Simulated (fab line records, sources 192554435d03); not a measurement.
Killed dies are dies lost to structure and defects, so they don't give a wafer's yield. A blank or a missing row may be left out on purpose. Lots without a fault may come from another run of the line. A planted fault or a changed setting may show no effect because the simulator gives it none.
Which tool did it? | flow n5_finfet | 8 lots, 21 wafers sampled, at 8 steps of a route of 1938

WHAT THE GAUGES READ, wafer by wafer
N5_BEOL_M12_CD_MEAS_10: target cd 140 nm. Usual: cd_nm 139.2 nm, standard deviation 1.9.
lot  | measured     | on        | cd_nm (nm)        | flag
L657 | day 11 08:00 | cd_sem-02 | 137.3 139.9 138.2 |
L660 | day 11 22:12 | cd_sem-02 | 139.5 138.1       |
L663 | day 12 18:26 | cd_sem-02 | 140.0 138.4       |
L665 | day 13 22:10 | cd_sem-02 | 142.7 143.0       |
L673 | day 15 03:59 | cd_sem-03 | 142.7 138.4 144.2 |
L672 | day 15 07:01 | cd_sem-01 | 137.7 138.8 139.1 |
L675 | day 16 13:44 | cd_sem-03 | 136.9 138.8 138.3 |
L676 | day 16 17:37 | cd_sem-03 | 143.2 141.3 141.1 |

N5_BEOL_M12_OCD_MEAS_35. Usual: trench_depth_nm 317 nm, standard deviation 3.9.
lot  | measured     | on     | trench_depth_nm (nm) | flag
L657 | day 11 09:37 | ocd-01 | 311 316 306          |
L660 | day 11 23:43 | ocd-01 | 265 311              | OFF
L663 | day 12 20:04 | ocd-02 | 319 268              | OFF
L665 | day 13 23:49 | ocd-01 | 269 269              | OFF
L673 | day 15 05:31 | ocd-02 | 316 316 315          |
L672 | day 15 08:46 | ocd-02 | 322 315 319          |
L675 | day 16 15:22 | ocd-02 | 322 318 322          |
L676 | day 16 19:22 | ocd-01 | 322 322 319          |

N5_BEOL_M12_THK_MEAS_50: measures by xrf. Usual: M12_THK 307 nm, standard deviation 4.4.
lot  | measured     | on            | M12_THK (nm) | flag
L657 | day 11 12:00 | film_metro-01 | 302 309 298  |
L660 | day 12 03:20 | film_metro-01 | 260 303      | OFF
L663 | day 13 07:17 | film_metro-01 | 303 257      | OFF
L665 | day 14 03:29 | film_metro-01 | 263 261      | OFF
L673 | day 15 09:19 | film_metro-02 | 312 309 308  |
L672 | day 15 11:51 | film_metro-02 | 317 309 313  |
L675 | day 16 20:16 | film_metro-02 | 310 306 309  |
L676 | day 16 21:14 | film_metro-02 | 311 310 309  |

N5_BEOL_M12_RS_MEAS_54: measures by four-point-probe. Usual: M12_RS 0.0604 ohm/sq, standard deviation 0.00081.
lot  | measured     | on            | M12_RS (ohm/sq)      | flag
L657 | day 11 12:07 | film_metro-01 | 0.0616 0.0601 0.0623 |
L660 | day 12 03:28 | film_metro-01 | 0.0724 0.0617        | OFF
L663 | day 13 07:25 | film_metro-02 | 0.0603 0.0721        | OFF
L665 | day 14 03:37 | film_metro-01 | 0.0711 0.0718        | OFF
L673 | day 15 09:26 | film_metro-01 | 0.0604 0.0608 0.0610 |
L672 | day 15 11:58 | film_metro-01 | 0.0592 0.0608 0.0600 |
L675 | day 16 20:26 | film_metro-01 | 0.0594 0.0598 0.0595 |
L676 | day 16 21:22 | film_metro-02 | 0.0592 0.0594 0.0597 |

N5_BEOL_M15_RC_MEAS_101. Usual: COMB_M10 1.5e-11 S/m, standard deviation 2.9e-12; COMB_M11 1.52e-11 S/m, standard deviation 2.9e-12; COMB_M13 5.5e-12 S/m, standard deviation 1e-12; COMB_M14 4.3e-12 S/m, standard deviation 7.5e-13; COMB_M15 3.1e-12 S/m, standard deviation 5.1e-13; COMB_M5 3.6e-11 S/m, standard deviation 7.3e-12; COMB_M6 2.6e-11 S/m, standard deviation 4.9e-12; COMB_M7 2.6e-11 S/m, standard deviation 5.2e-12; COMB_M8 2.6e-11 S/m, standard deviation 5.4e-12; COMB_M9 1.5e-11 S/m, standard deviation 3e-12; SERP_M10 3.05 ohm/um, standard deviation 0.073; SERP_M11 3.06 ohm/um, standard deviation 0.096; SERP_M11_max_site 3.15 ohm/um, standard deviation 0.1; SERP_M12 0.645 ohm/um, standard deviation 0.017; SERP_M12_max_site 0.658 ohm/um, standard deviation 0.018; SERP_M13 0.306 ohm/um, standard deviation 0.0065; SERP_M14 0.160 ohm/um, standard deviation 0.0032; SERP_M5 38.9 ohm/um, standard deviation 1.9; SERP_M6 13.8 ohm/um, standard deviation 0.47; SERP_M7 13.8 ohm/um, standard deviation 0.6; SERP_M7_max_site 14.3 ohm/um, standard deviation 0.65; SERP_M8 13.7 ohm/um, standard deviation 0.49; SERP_M8_max_site 14.3 ohm/um, standard deviation 0.57; SERP_M9 3.05 ohm/um, standard deviation 0.1.
lot  | measured     | on        | COMB_M10 (S/m)             | COMB_M11 (S/m)             | COMB_M13 (S/m)          | COMB_M14 (S/m)          | COMB_M15 (S/m)          | COMB_M5 (S/m)           | COMB_M6 (S/m)           | COMB_M7 (S/m)           | COMB_M8 (S/m)           | COMB_M9 (S/m)           | SERP_M10 (ohm/um) | SERP_M11 (ohm/um) | SERP_M11_max_site (ohm/um) | SERP_M12 (ohm/um) | SERP_M12_max_site (ohm/um) | SERP_M13 (ohm/um) | SERP_M14 (ohm/um) | SERP_M5 (ohm/um) | SERP_M6 (ohm/um) | SERP_M7 (ohm/um) | SERP_M7_max_site (ohm/um) | SERP_M8 (ohm/um) | SERP_M8_max_site (ohm/um) | SERP_M9 (ohm/um) | flag
L657 | day 12 08:46 | prober-01 | 1.81e-11 1.08e-11 1.81e-11 | 1.14e-11 1.23e-11 1.47e-11 | 3.8e-12 4.7e-12 5e-12   | 5.3e-12 5e-12 4.3e-12   | 3.2e-12 3.2e-12 2.9e-12 | 3.5e-11 2.8e-11 3.2e-11 | 2.6e-11 2.6e-11 2.3e-11 | 2.5e-11 2.1e-11 1.6e-11 | 2.9e-11 2.2e-11 2.4e-11 | 1.7e-11 1.3e-11 1.5e-11 | 3.09 3.05 3.12    | 3.03 3.22 2.98    | 3.07 3.31 3.22             | 0.671 0.642 0.684 | 0.676 0.647 0.692          | 0.304 0.314 0.310 | 0.163 0.161 0.160 | 36.8 39.4 41.0   | 13.0 13.1 13.5   | 13.8 13.4 13.5   | 14.7 13.8 13.8            | 14.0 13.7 14.3   | 14.7 14.1 14.8            | 3.17 3.02 3.16   |
L660 | day 13 09:11 | prober-02 | 1.78e-11 1.39e-11          | 1.4e-11 1.47e-11           | 6.7e-12 5.7e-12         | 4.7e-12 5e-12           | 3e-12 3.3e-12           | 3e-11 3.3e-11           | 2e-11 2.9e-11           | 2.1e-11 2.2e-11         | 2.1e-11 2.2e-11         | 1.5e-11 1.6e-11         | 3.10 3.15         | 3.02 3.14         | 3.13 3.28                  | 0.766 0.661       | 0.771 0.673                | 0.308 0.311       | 0.155 0.161       | 37.6 38.8        | 13.8 13.8        | 12.3 13.8        | 12.8 14.3                 | 13.4 13.5        | 14.0 13.9                 | 3.19 3.12        | OFF
L663 | day 14 00:01 | prober-01 | 1e-11 1e-11                | 1.38e-11 2.13e-11          | 4.8e-12 5.6e-12         | 4e-12 4.9e-12           | 2.7e-12 3.8e-12         | 4.9e-11 4.1e-11         | 2e-11 3e-11             | 3.1e-11 2.4e-11         | 2.4e-11 2.5e-11         | 1.4e-11 1.9e-11         | 3.07 3.12         | 3.07 3.01         | 3.19 3.12                  | 0.663 0.798       | 0.670 0.812                | 0.296 0.300       | 0.163 0.161       | 39.1 37.8        | 14.1 13.9        | 13.5 13.1        | 14.1 13.9                 | 14.2 13.7        | 14.6 14.0                 | 2.97 3.07        | OFF
L665 | day 14 22:08 | prober-02 | 1.55e-11 2.12e-11          | 1.86e-11 1.5e-11           | 5.3e-12 7.6e-12         | 5.8e-12 4.8e-12         | 3.2e-12 3.2e-12         | 3.9e-11 3.1e-11         | 3.1e-11 3.3e-11         | 2.6e-11 2.2e-11         | 2.2e-11 2.4e-11         | 1.8e-11 1.5e-11         | 3.00 3.00         | 3.07 3.01         | 3.19 3.04                  | 0.782 0.779       | 0.805 0.790                | 0.308 0.304       | 0.156 0.153       | 38.3 41.2        | 13.6 13.1        | 14.0 12.9        | 14.7 13.2                 | 12.6 13.6        | 13.0 13.8                 | 2.93 3.01        | OFF
L673 | day 16 06:13 | prober-01 | 1.68e-11 1.73e-11 2.56e-11 | 1.23e-11 1.76e-11 1.58e-11 | 6.1e-12 6e-12 4.8e-12   | 6.1e-12 3.5e-12 3.2e-12 | 3e-12 2.5e-12 2e-12     | 2.9e-11 3.7e-11 3.7e-11 | 2.1e-11 2.7e-11 2.7e-11 | 2.6e-11 3e-11 3e-11     | 2.8e-11 3.1e-11 2.6e-11 | 1.8e-11 1.5e-11 1.1e-11 | 3.08 3.18 3.13    | 2.90 3.00 2.96    | 3.07 3.17 3.12             | 0.639 0.661 0.663 | 0.648 0.690 0.669          | 0.304 0.305 0.296 | 0.159 0.160 0.158 | 36.9 38.8 36.1   | 13.6 13.9 13.8   | 13.8 14.1 13.7   | 14.4 14.8 14.2            | 13.5 12.7 13.7   | 14.1 13.4 14.3            | 3.02 3.25 3.07   |
L672 | day 16 06:52 | prober-02 | 1.87e-11 1.49e-11 1.52e-11 | 1.27e-11 1.54e-11 1.36e-11 | 5.9e-12 4.6e-12 4.6e-12 | 4.1e-12 3.9e-12 3.9e-12 | 3.2e-12 2.6e-12 3.7e-12 | 3.3e-11 3.4e-11 2.9e-11 | 2.2e-11 2.8e-11 2e-11   | 1.7e-11 2.2e-11 1.9e-11 | 3.1e-11 2.6e-11 2.5e-11 | 1.6e-11 1.5e-11 1.1e-11 | 2.96 2.99 2.97    | 3.30 3.05 3.05    | 3.42 3.08 3.19             | 0.639 0.648 0.636 | 0.651 0.652 0.656          | 0.300 0.315 0.303 | 0.161 0.165 0.161 | 36.2 39.3 35.5   | 13.0 13.6 12.8   | 12.9 13.2 12.9   | 13.2 14.2 13.4            | 14.2 14.2 13.2   | 15.2 14.9 14.2            | 3.08 2.98 2.94   |
L675 | day 17 13:57 | prober-02 | 1.18e-11 1.94e-11 1.81e-11 | 1.22e-11 1.89e-11 1.43e-11 | 4.8e-12 4.6e-12 4.9e-12 | 3.9e-12 4.7e-12 5.8e-12 | 2.8e-12 2.7e-12 3e-12   | 3.6e-11 4.1e-11 4.5e-11 | 2.3e-11 3.6e-11 2.6e-11 | 2.5e-11 2.8e-11 2.9e-11 | 2.3e-11 3.2e-11 1.4e-11 | 1.2e-11 1.4e-11 1e-11   | 3.00 3.06 2.97    | 3.14 3.24 3.13    | 3.16 3.29 3.22             | 0.637 0.621 0.614 | 0.661 0.631 0.622          | 0.308 0.312 0.303 | 0.159 0.163 0.159 | 42.5 37.6 38.4   | 13.4 14.0 13.8   | 13.3 12.8 12.8   | 13.5 13.3 13.5            | 14.0 13.3 12.8   | 14.7 13.6 13.2            | 3.05 2.91 3.02   |
L676 | day 17 14:29 | prober-01 | 1.5e-11 1.32e-11 1.43e-11  | 1.72e-11 1.31e-11 1.68e-11 | 8.5e-12 7.3e-12 7.7e-12 | 3.6e-12 3.2e-12 3e-12   | 2.7e-12 1.9e-12 3.2e-12 | 5.6e-11 4.3e-11 3.4e-11 | 2.2e-11 3.4e-11 2.5e-11 | 3.1e-11 2.5e-11 2.8e-11 | 2.3e-11 1.5e-11 3.1e-11 | 1.8e-11 1.1e-11 1.4e-11 | 3.12 3.10 3.09    | 2.99 3.15 2.91    | 3.05 3.20 3.07             | 0.629 0.633 0.620 | 0.647 0.653 0.634          | 0.305 0.301 0.308 | 0.159 0.157 0.165 | 35.7 36.4 37.2   | 13.1 13.7 12.9   | 13.9 14.4 14.4   | 14.3 15.0 14.8            | 12.9 12.8 13.0   | 13.4 12.8 13.6            | 3.02 3.05 3.14   |

WHICH TOOL RAN EACH LOT (tool, then ch and the chambers of the sampled wafers, then the start)
lot  | N5_BEOL_M12_STRIP_64                 | N5_BEOL_M12_TRENCH_ETCH_34         | N5_BEOL_M12_ANNEAL_48
L657 | plasma_asher-01 ch 0,1, day 11 08:26 | rie_diel-01 ch 1,2,3, day 11 09:28 | rtp_anneal-01 ch 0, day 11 11:24
L660 | plasma_asher-01 ch 0,1, day 11 22:39 | rie_diel-01 ch 1,2, day 11 23:34   | rtp_anneal-01 ch 0, day 12 02:50
L663 | plasma_asher-01 ch 0,1, day 12 18:52 | rie_diel-01 ch 0, day 12 19:55     | rtp_anneal-01 ch 0, day 13 06:41
L665 | plasma_asher-02 ch 0,1, day 13 22:38 | rie_diel-01 ch 1,2, day 13 23:40   | rtp_anneal-02 ch 0, day 14 02:59
L673 | plasma_asher-01 ch 0,1, day 15 04:25 | rie_diel-02 ch 0,1, day 15 05:22   | rtp_anneal-01 ch 0, day 15 08:43
L672 | plasma_asher-02 ch 0,1, day 15 07:41 | rie_diel-06 ch 0,3, day 15 08:37   | rtp_anneal-01 ch 0, day 15 11:17
L675 | plasma_asher-01 ch 0,1, day 16 14:10 | rie_diel-06 ch 0,2, day 16 15:13   | rtp_anneal-01 ch 0, day 16 19:41
L676 | plasma_asher-01 ch 0,1, day 16 18:03 | rie_diel-01 ch 1,2, day 16 19:13   | rtp_anneal-02 ch 0, day 16 20:38
- N5_BEOL_M12_STRIP_64: strips in N2/H2.
- N5_BEOL_M12_TRENCH_ETCH_34: etches SiOC in C4F8/O2/Ar, target depth 318.95 nm, time 125.5 s.
- N5_BEOL_M12_ANNEAL_48: time 90 s.

WHAT THE TOOLS THEMSELVES READ (means of the sampled wafers that have a number; where no wafer has one, the mark that the record gives instead)
N5_BEOL_M12_STRIP_64. Usual: drypump_motor_current_A 5.5 A, standard deviation 0.49; heater_power_w 308 W, standard deviation 10; oes_product_au 0.715 a.u., standard deviation 0.0045; strip_time_to_endpoint_s 31.32 s, standard deviation 0.081.
lot  | tool            | drypump_motor_current_A (A) | heater_power_w (W) | oes_product_au (a.u.) | strip_time_to_endpoint_s (s) | flag
L657 | plasma_asher-01 | 5.4                         | 311                | 0.713                 | 31.28                        |
L660 | plasma_asher-01 | 5.3                         | 316                | 0.714                 | 31.30                        |
L663 | plasma_asher-01 | 5.3                         | 319                | 0.711                 | 31.40                        |
L665 | plasma_asher-02 | 5.9                         | 296                | 0.712                 | 31.34                        |
L673 | plasma_asher-01 | 5.4                         | 311                | 0.715                 | 31.29                        |
L672 | plasma_asher-02 | 5.8                         | 299                | 0.714                 | 31.33                        |
L675 | plasma_asher-01 | 5.4                         | 312                | 0.712                 | 31.37                        |
L676 | plasma_asher-01 | 5.2                         | 317                | 0.714                 | 31.42                        |

N5_BEOL_M12_TRENCH_ETCH_34. Usual: C4F8_flow_sccm 15.00 sccm, standard deviation 0.042; chamber_pressure_mTorr 30.00 mTorr, standard deviation 0.03; drypump_motor_current_A 5.7 A, standard deviation 0.52; oes_product_au 0.81 a.u., standard deviation 0.063; rf_vpp_V 666 V, standard deviation 3.4; showerhead_plenum_p_Torr 3.42 Torr, standard deviation 0.13; throttle_valve_pct 24.14 %, standard deviation 0.14.
lot  | tool        | C4F8_flow_sccm (sccm) | chamber_pressure_mTorr (mTorr) | drypump_motor_current_A (A) | oes_product_au (a.u.) | rf_vpp_V (V) | showerhead_plenum_p_Torr (Torr) | throttle_valve_pct (%) | flag
L657 | rie_diel-01 | 14.95                 | 30.01                          | 5.8                         | 0.79                  | 663          | 3.34                            | 24.16                  |
L660 | rie_diel-01 | 14.96                 | 30.05                          | 5.8                         | 0.73                  | 665          | 3.34                            | 24.13                  |
L663 | rie_diel-01 | 14.93                 | 30.02                          | 6.1                         | 0.89                  | 670          | 3.64                            | 24.12                  |
L665 | rie_diel-01 | 15.00                 | 30.02                          | 5.8                         | 0.81                  | 663          | 3.34                            | 24.01                  |
L673 | rie_diel-02 | 15.03                 | 29.99                          | 5.7                         | 0.76                  | 666          | 3.42                            | 23.93                  |
L672 | rie_diel-06 | 15.04                 | 29.98                          | 5.2                         | 0.81                  | 670          | 3.57                            | 24.18                  |
L675 | rie_diel-06 | 15.02                 | 29.98                          | 5.4                         | 0.81                  | 670          | 3.58                            | 24.34                  |
L676 | rie_diel-01 | 14.97                 | 30.00                          | 6.0                         | 0.85                  | 663          | 3.32                            | 24.06                  |

N5_BEOL_M12_ANNEAL_48. Usual: wafer_temp_C_max 225.75, standard deviation 0.26.
lot  | tool          | wafer_temp_C_max | flag
L657 | rtp_anneal-01 | 225.56           |
L660 | rtp_anneal-01 | 225.65           |
L663 | rtp_anneal-01 | 225.75           |
L665 | rtp_anneal-02 | 225.87           |
L673 | rtp_anneal-01 | 225.59           |
L672 | rtp_anneal-01 | 225.74           |
L675 | rtp_anneal-01 | 225.69           |
L676 | rtp_anneal-02 | 225.80           |

THE ANSWER, worked out from the rows above alone
Rule: a lot is off if the mean of its wafers that have a number lies more than 3 standard deviations from the usual mean. A lot without any number at a reading at which 4 lots or more have one is off too. The other lots that the step has rows for count as sound. The gauges are gone through in route order, then the tools' own readings, and for those a lot's mean is taken as printed above. The first step at which some lot is off is used, and at that step the reading that is off furthest; a lot without a number counts as furthest.
Off: L660, L663, L665, at N5_BEOL_M12_OCD_MEAS_35 (trench_depth_nm).
A tool fits if, at a process step before that reading, it ran every lot that is off, and no sound lot after the first of them. The gauges at N5_BEOL_M12_OCD_MEAS_35 aren't tried: what is off there is off at N5_BEOL_M12_THK_MEAS_50 too, on other tools, and a gauge's error can't cause that. None of those tried fits.

WHAT THE SIMULATOR HAD PUT IN
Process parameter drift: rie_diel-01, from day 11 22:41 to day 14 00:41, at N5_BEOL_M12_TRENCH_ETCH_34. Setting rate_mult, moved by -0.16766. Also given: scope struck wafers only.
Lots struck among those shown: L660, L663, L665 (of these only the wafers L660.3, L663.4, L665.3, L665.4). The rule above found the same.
